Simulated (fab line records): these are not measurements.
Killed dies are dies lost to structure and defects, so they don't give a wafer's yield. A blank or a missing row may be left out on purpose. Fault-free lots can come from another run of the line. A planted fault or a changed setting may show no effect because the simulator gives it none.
fab line records    flow nandHarc
record: lots: 6  wafers: 17  lastDay: 33
route steps=1302 shown A_SGD_CUT@893 END@1302
lots with no fault: from the same line, run without faults
startH: hours from the record's first day to the start of the lot's first wafer shown    waitH: time in hours since the lot's previous step    " same as the row above    L1.1+2: one row covering several wafers at once    - either no value or no given start    * or withheld: withheld    < > ~ a bound
route shown NAME@n: names a module that has steps shown in the file, with the first one's number in the route    usual: average and standard deviation across the fault-free wafers    same: alike in all rows    chamber/n: place in a boat    sites: readings site by site    _std_site: their standard deviation    _edge_site: the outer-site mean with the inner-site mean subtracted    radiusMm: for every site, how far away it sits from the centre of the wafer    mask NAME#n: copy n    behind: the most recent tool/chamber to have shaped the wafer    hold: the reason the lot was held/the length of the hold in hours/how it ended    device: transistor that didn't switch, given as n, p or np    end of line: the tests these same wafers got at the end of their route    a step with no rows: only its recipe    killed: count of dies lost to structure and defects at first sort (not the wafer's yield)    map: per-die view of a wafer (x killed, . not killed, _ where there is no die)
set.NAME: the setting the step ran with; set.NAME@STEP: the setting that earlier step ran with    model.NAME: the simulator's own value behind a step, which no gauge read
a table for each step, a row for each wafer; lots at some steps of the route
services: a tool's chamber out of use, with start hour (startH, from the record's first day; less than 0 if before it), hours out, and reason
== steps ==
step: NHARC_A_SGD_CUT_COAT_56
recipe: tempC: 260  timeS: 75
step: NHARC_A_SGD_CUT_COAT_57
recipe: tempC: 225  timeS: 65
step: NHARC_A_SGD_CUT_COAT_03
recipe: spinRpm: 1500  resistThkNm: 90
step: NHARC_A_SGD_CUT_SOFTBAKE_04
recipe: tempC: 105  timeS: 55
step: NHARC_A_SGD_CUT_EBR_05
step: NHARC_A_SGD_CUT_EXPOSE_06
recipe: na: 1.35  doseMj: 85.59  maskId: SGD
step: NHARC_A_SGD_CUT_PEB_07
recipe: pebTempC: 100  pebTimeS: 65
step: NHARC_A_SGD_CUT_DEVELOP_08
recipe: developTimeS: 35  devTempC: 23
step: NHARC_A_SGD_CUT_CD_MEAS_09
recipe: targetCdNm: 100  landingEnergyEv: 500
usual: cdNm: 99.8/0.84
lot.wafer  tool      chamber  startH  waitH  cdNm
L885.3     cdSem-01  0        461.22  -      100.5
L885.4     "         0        "       "      100.8
L885.6     "         0        "       "      99.6
L887.2     cdSem-01  0        473.32  -      99.0
L887.4     "         0        "       "      99.6
L887.5     "         0        "       "      98.7
L897.3     cdSem-02  0        575.94  -      99.4
L897.4     "         0        "       "      99.1
L900.2     cdSem-03  0        598.79  -      99.7
L900.3     "         0        "       "      100.7
L900.4     "         0        "       "      100.6
L904.3     cdSem-02  0        646.45  -      99.2
L904.5     "         0        "       "      99.0
L904.6     "         0        "       "      98.3
L906.1     cdSem-03  0        656.04  -      99.5
L906.2     "         0        "       "      100.0
L906.6     "         0        "       "      98.8
step: NHARC_A_SGD_CUT_OVL_MEAS_10
usual: overlayXNm: -0.1/0.77  overlayYNm: 0.0/0.77
lot.wafer  tool        chamber  startH  waitH  overlayXNm  overlayYNm
L885.3     overlay-02  -        461.30  -      -0.5        -0.2
L885.4     "           -        "       "      -0.4        0.1
L885.6     "           -        "       "      -0.2        0.1
L887.2     overlay-02  -        473.40  -      -0.7        -0.1
L887.4     "           -        "       "      -0.1        -1.0
L887.5     "           -        "       "      -0.3        -0.5
L897.3     overlay-02  -        576.02  -      0.7         0.8
L897.4     "           -        "       "      0.1         0.8
L900.2     overlay-01  -        598.89  -      -0.6        -0.6
L900.3     "           -        "       "      -0.9        -0.1
L900.4     "           -        "       "      -0.3        -0.1
L904.3     overlay-02  -        646.55  -      0.2         1.0
L904.5     "           -        "       "      0.7         1.3
L904.6     "           -        "       "      0.3         1.6
L906.1     overlay-01  -        656.13  -      0.5         -1.1
L906.2     "           -        "       "      0.8         -1.0
L906.6     "           -        "       "      0.6         -0.5
step: NHARC_A_SGD_CUT_INSPECT_11
usual: rawDefectCount: 51/28
lot.wafer  tool              chamber  startH  waitH  rawDefectCount
L885.3     defectInspect-02  -        461.34  0.0    61
L885.4     "                 -        "       "      65
L885.6     "                 -        "       "      53
L887.2     defectInspect-01  -        473.44  0.0    32
L887.4     "                 -        "       "      26
L887.5     "                 -        "       "      26
L897.3     defectInspect-01  -        576.06  0.0    49
L897.4     "                 -        "       "      47
L900.2     defectInspect-01  -        598.93  0.0    89
L900.3     "                 -        "       "      84
L900.4     "                 -        "       "      72
L904.3     defectInspect-01  -        646.59  0.0    15
L904.5     "                 -        "       "      12
L904.6     "                 -        "       "      5
L906.1     defectInspect-02  -        656.17  0.0    35
L906.2     "                 -        "       "      47
L906.6     "                 -        "       "      37
step: NHARC_A_SGD_CUT_DESCUM_14
recipe: timeS: 3  o2FlowSccm: 200  arFlowSccm: 0  biasPowerW: 0  chemistry: O2
usual: drypumpMotorCurrentA: 5.8/0.53  oesProductAu: 0.996/0.012  rfVppV: 57.8/0.94  showerheadPlenumPTorr: 1.90/0.082  throttleValvePct: 11.310/0.0086
lot.wafer  tool        chamber  startH  waitH  drypumpMotorCurrentA  oesProductAu  rfHoursCounterH  rfVppV  showerheadPlenumPTorr  throttleValvePct
L885.3     rieDiel-12  1        461.40  0.1    5.8                   1.007         0                58.3    1.96                   11.318
L885.4     "           2        "       "      4.8                   1.001         0                57.1    1.90                   11.303
L885.6     "           2        "       "      4.9                   0.991         -                57.1    1.90                   11.296
L887.4     rieDiel-11  1        473.50  0.1    5.8                   0.987         4                58.1    1.79                   11.304
L887.2     "           2        "       "      6.4                   1.016         4                57.2    1.94                   11.316
L887.5     "           2        "       "      6.3                   1.016         -                57.3    1.94                   11.319
L897.4     rieDiel-12  3        576.11  0.1    6.0                   0.996         5                59.2    1.92                   11.310
L897.3     "           2        "       "      4.8                   0.992         5                58.4    1.90                   11.301
L900.3     rieDiel-12  3        598.99  0.1    6.0                   1.001         7                57.3    1.92                   11.316
L900.4     "           0        "       "      5.0                   0.998         7                57.1    1.86                   11.319
L900.2     "           1        "       "      5.8                   1.005         7                57.4    1.96                   11.301
L904.3     rieDiel-11  1        646.67  0.1    5.8                   0.987         3                55.8    1.78                   11.325
L904.5     "           2        "       "      6.4                   1.003         -                58.5    1.94                   11.309
L904.6     "           3        "       "      5.7                   0.998         -                58.5    2.04                   11.303
L906.2     rieDiel-04  2        656.23  0.1    5.9                   0.993         10               56.3    1.82                   11.304
L906.1     "           1        "       "      5.7                   1.009         8                59.2    2.05                   11.311
L906.6     "           3        "       "      6.1                   0.994         -                56.9    1.81                   11.323
step: NHARC_A_SGD_CUT_ETCH_58
recipe: targetDepthA: 390  overEtchFrac: 0.3  timeS: 65  ionEnergyEv: 80  cf4FlowSccm: 150  arFlowSccm: 0  rfW: 300  biasW: 100  chemistry: CF4
usual: biasW: 99.9/0.3  drypumpMotorCurrentA: 5.8/0.54  oesProductAu: 0.995/0.011  rfVppV: 151.0/1.3  runLengthS: 86.3/0.46  showerheadPlenumPTorr: 1.75/0.068  throttleValvePct: 13.283/0.0092
lot.wafer  tool        chamber  startH  waitH  biasW  drypumpMotorCurrentA  oesProductAu  rfHoursCounterH  rfVppV  runLengthS  showerheadPlenumPTorr  throttleValvePct
L885.4     rieDiel-12  3        461.49  0.1    99.8   6.0                   0.978         0                150.3   85.9        1.78                   13.291
L885.3     "           1        "       "      100.2  5.8                   1.011         0                152.6   87.0        1.81                   13.273
L885.6     "           3        "       "      99.8   6.0                   0.989         -                150.1   85.8        1.78                   13.285
L887.2     rieDiel-11  2        473.60  0.1    100.0  6.3                   1.016         4                152.9   86.9        1.79                   13.281
L887.4     "           3        "       "      99.2   5.7                   0.991         3                152.2   86.8        1.88                   13.272
L887.5     "           0        "       "      100.6  6.6                   1.008         -                150.1   86.4        1.70                   13.273
L897.3     rieDiel-12  1        576.20  0.1    99.6   5.9                   0.993         6                152.2   89.1        1.81                   13.267
L897.4     "           3        "       "      99.7   6.0                   0.992         5                150.3   85.8        1.78                   13.286
L900.2     rieDiel-12  3        599.08  0.1    99.4   6.0                   1.015         7                151.2   85.9        1.78                   13.290
L900.4     "           0        "       "      99.5   5.0                   1.014         7                150.5   86.3        1.72                   13.283
L900.3     "           1        "       "      100.1  5.8                   1.007         7                151.7   89.1        1.81                   13.283
L904.3     rieDiel-11  2        646.74  0.1    100.4  6.4                   1.008         3                153.0   86.3        1.79                   13.277
L904.6     "           1        "       "      99.5   5.8                   0.988         -                150.1   86.2        1.66                   13.284
L904.5     "           2        "       "      100.4  6.4                   1.016         -                151.1   86.7        1.79                   13.272
L906.2     rieDiel-04  3        656.32  0.1    99.8   6.1                   0.995         8                148.7   85.7        1.68                   13.280
L906.1     "           0        "       "      99.8   4.9                   1.000         8                149.8   85.7        1.71                   13.292
L906.6     "           2        "       "      100.0  5.9                   0.979         -                149.4   86.0        1.68                   13.267
step: NHARC_A_SGD_CUT_ETCH_59
recipe: targetDepthA: 2600  overEtchFrac: 0.25  timeS: 406.25  ionEnergyEv: 200  n2FlowSccm: 150  h2FlowSccm: 150  arFlowSccm: 0  rfW: 400  biasW: 150  chemistry: N2/H2
usual: biasW: 150.1/0.47  drypumpMotorCurrentA: 5.7/0.54  n2FlowSccm: 150.0/0.43  oesProductAu: 0.994/0.011  rfVppV: 430.1/2.6  runLengthS: 427.6/0.52  showerheadPlenumPTorr: 2.03/0.09  throttleValvePct: 14.172/0.0088
lot.wafer  tool        chamber  startH  waitH  biasW  drypumpMotorCurrentA  n2FlowSccm  oesProductAu  rfHoursCounterH  rfVppV  runLengthS  showerheadPlenumPTorr  throttleValvePct
L885.3     rieDiel-12  0        -       -      149.6  5.0                   149.9       0.984         0                427.5   427.3       1.98                   14.176
L885.4     "           2        "       "      150.3  4.8                   149.6       0.982         0                430.4   427.6       2.02                   14.166
L885.6     "           1        "       "      149.3  5.8                   150.1       1.008         -                432.8   428.3       2.10                   14.169
L887.4     rieDiel-11  1        -       -      150.3  5.8                   149.6       0.980         4                428.9   428.1       1.90                   14.163
L887.2     "           2        "       "      149.3  6.4                   149.9       0.993         4                431.6   427.4       2.07                   14.192
L887.5     "           3        "       "      149.6  5.7                   150.0       0.990         -                436.5   427.9       2.18                   14.173
L897.3     rieDiel-12  3        -       -      150.8  6.0                   150.5       0.995         5                430.3   426.8       2.05                   14.181
L897.4     "           1        "       "      149.9  5.8                   149.2       1.003         6                432.9   428.2       2.09                   14.177
L900.2     rieDiel-12  0        -       -      150.4  5.0                   150.4       0.990         7                427.9   427.0       1.98                   14.166
L900.4     "           1        "       "      150.2  5.8                   149.9       1.005         7                432.7   428.3       2.09                   14.180
L900.3     "           2        "       "      150.7  4.8                   149.8       0.981         7                430.8   427.7       2.02                   14.179
L904.3     rieDiel-11  1        -       -      150.2  5.8                   149.4       0.987         3                428.1   427.5       1.90                   14.174
L904.6     "           2        "       "      149.6  6.4                   150.5       0.995         -                430.6   428.1       2.06                   14.164
L904.5     "           3        "       "      149.5  5.7                   150.4       0.992         -                434.7   427.9       2.18                   14.191
L906.2     rieDiel-04  2        -       -      149.8  5.9                   149.9       0.980         10               427.3   427.5       1.93                   14.161
L906.1     "           1        "       "      150.7  5.7                   150.1       1.004         8                435.8   427.5       2.19                   14.179
L906.6     "           3        "       "      150.0  6.1                   150.6       0.992         -                428.0   427.3       1.92                   14.164
step: NHARC_END_SORT_01
recipe: tempC: 25
usual: killedAtArray: 58/22  killedAtOther: 1.0/1.3  killedAtPeriphery: 5/3.4  killedDies: 64/22  killedOpen: 3.6/1.8  killedShort: 2.4/1.7
same: grossDies: 677
lot.wafer  tool       chamber  startH  waitH  killedAtArray  killedAtOther  killedAtPeriphery  killedDies  killedOpen  killedShort
L885.3     prober-01  0        583.07  3.1    51             1              2                  54          5           1
L885.4     prober-01  0        583.87  3.4    50             0              3                  53          1           0
L885.6     prober-01  0        585.46  4.0    52             1              3                  56          2           3
L897.4     prober-01  0        705.06  3.4    48             1              3                  52          3           2
L900.2     prober-02  0        724.21  2.8    67             0              6                  73          2           2
L900.3     prober-02  0        725.02  3.1    71             0              9                  80          4           0
L900.4     prober-02  0        725.83  3.4    66             1              8                  75          6           2
killed by level:class
L885.3 A_CHANNEL_HOLE_D1:chamberFilmFlake=30 A_CHANNEL_HOLE_D2:chamberFilmFlake=7 A_CONTACT:chamberFilmFlake=3 A_ONON_D2:geometricParticle:open=2 A_ZERO_WELL:chamberFilmFlake=2 A_WL_FILL:chamberFilmFlake=2 P_M0:geometricParticle:short=1 A_CHANNEL_HOLE_D2:geometricParticle:open=1
L885.4 A_CHANNEL_HOLE_D1:chamberFilmFlake=30 A_CHANNEL_HOLE_D2:chamberFilmFlake=10 A_STAIRCASE:chamberFilmFlake=3 A_CONTACT:chamberFilmFlake=3 A_ZERO_WELL:chamberFilmFlake=2 A_SGD_CUT:chamberFilmFlake=2 P_GATE:geometricParticle:open=1 P_GATE:chamberFilmFlake=1
L885.6 A_CHANNEL_HOLE_D1:chamberFilmFlake=28 A_CHANNEL_HOLE_D2:chamberFilmFlake=8 A_CONTACT:chamberFilmFlake=6 A_STAIRCASE:chamberFilmFlake=3 P_GATE:geometricParticle:short=2 A_WL_FILL:chamberFilmFlake=2 A_ONON_D2:geometricParticle:open=1 A_WL_FILL:geometricParticle:open=1
L897.4 A_CHANNEL_HOLE_D2:chamberFilmFlake=26 A_CHANNEL_HOLE_D1:chamberFilmFlake=7 A_SLIT:chamberFilmFlake=4 P_M2:chamberFilmFlake=3 A_STAIRCASE:chamberFilmFlake=3 A_CHANNEL_FILL_D2:chamberFilmFlake=2 A_ONON_D1:geometricParticle:open=1 A_CHANNEL_FILL_D1:geometricParticle:open=1
L900.2 A_CHANNEL_HOLE_D1:chamberFilmFlake=30 A_CHANNEL_HOLE_D2:chamberFilmFlake=21 A_SLIT:chamberFilmFlake=5 P_CONTACT:chamberFilmFlake=2 A_CHANNEL_FILL_D1:chamberFilmFlake=2 A_CONTACT:chamberFilmFlake=2 A_DECK1_JOINT:geometricParticle:short=1 A_ONON_D2:geometricParticle:short=1
L900.3 A_CHANNEL_HOLE_D1:chamberFilmFlake=30 A_CHANNEL_HOLE_D2:chamberFilmFlake=25 P_CONTACT:chamberFilmFlake=5 A_STAIRCASE:chamberFilmFlake=5 A_CONTACT:chamberFilmFlake=4 A_SLIT:chamberFilmFlake=3 A_DECK1_JOINT:chamberFilmFlake=2 P_CONTACT:geometricParticle:open=1
L900.4 A_CHANNEL_HOLE_D1:chamberFilmFlake=29 A_CHANNEL_HOLE_D2:chamberFilmFlake=19 P_CONTACT:chamberFilmFlake=6 A_SLIT:chamberFilmFlake=5 A_CONTACT:chamberFilmFlake=5 A_CHANNEL_FILL_D2:geometricParticle:open=2 P_GATE:geometricParticle:open=1 P_M0:geometricParticle:open=1
== services ==
tool        chamber  startH  hours  kind
rieDiel-12  -        445.40  9.0    pm
rieDiel-12  0        445.40  9.0    ventCycle
rieDiel-12  1        445.40  9.0    ventCycle
rieDiel-12  2        445.40  9.0    ventCycle
rieDiel-12  3        445.40  9.0    ventCycle
rieDiel-12  0        454.40  -      clean
rieDiel-12  1        454.40  -      clean
rieDiel-12  2        454.40  -      clean
rieDiel-12  3        454.40  -      clean
rieDiel-11  3        458.87  7.3    repair
rieDiel-04  1        478.88  7.9    repair
rieDiel-12  0        478.90  -      clean
rieDiel-12  1        478.90  -      clean
rieDiel-12  2        478.90  -      clean
rieDiel-12  3        478.90  -      clean
rieDiel-04  0        514.50  6.3    repair
rieDiel-04  -        531.95  9.0    pm
rieDiel-11  0        583.12  2.5    repair
rieDiel-04  3        593.63  9.0    repair
rieDiel-11  -        609.50  9.0    pm
rieDiel-12  -        622.40  9.0    pm
rieDiel-04  0        636.12  1.2    repair
rieDiel-12  2        637.79  48.3   repair
rieDiel-04  1        640.51  11.2   repair
== key ==
firstSign: step: NHARC_A_SGD_CUT_ETCH_58  reading: runLengthS  direction: up  sigmas: 6  usual: *  struck: *
effect none on later readings
metAt NHARC_A_SGD_CUT_ETCH_58
struckWafers L897.3,L900.3
testerLeftOut L897,L900
onsetBetween 461.49 576.20
fault: kind: processParameterDrift  tool: rieDiel-12  chamber: -  onsetH: 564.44  steps: NHARC_A_SGD_CUT_ETCH_58  channel: timeS  offset: *  shape: step  endH: 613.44  scope: struckWafersOnly  actsIn: *  stated: *
testerLeftOut: of these lots the tester's yield and bins aren't shown, on N5 and GAA mostly nor the transistor test; their killed dies are dies lost to structure and defects alone, not to doping, threshold or leakage, so they don't give the yield
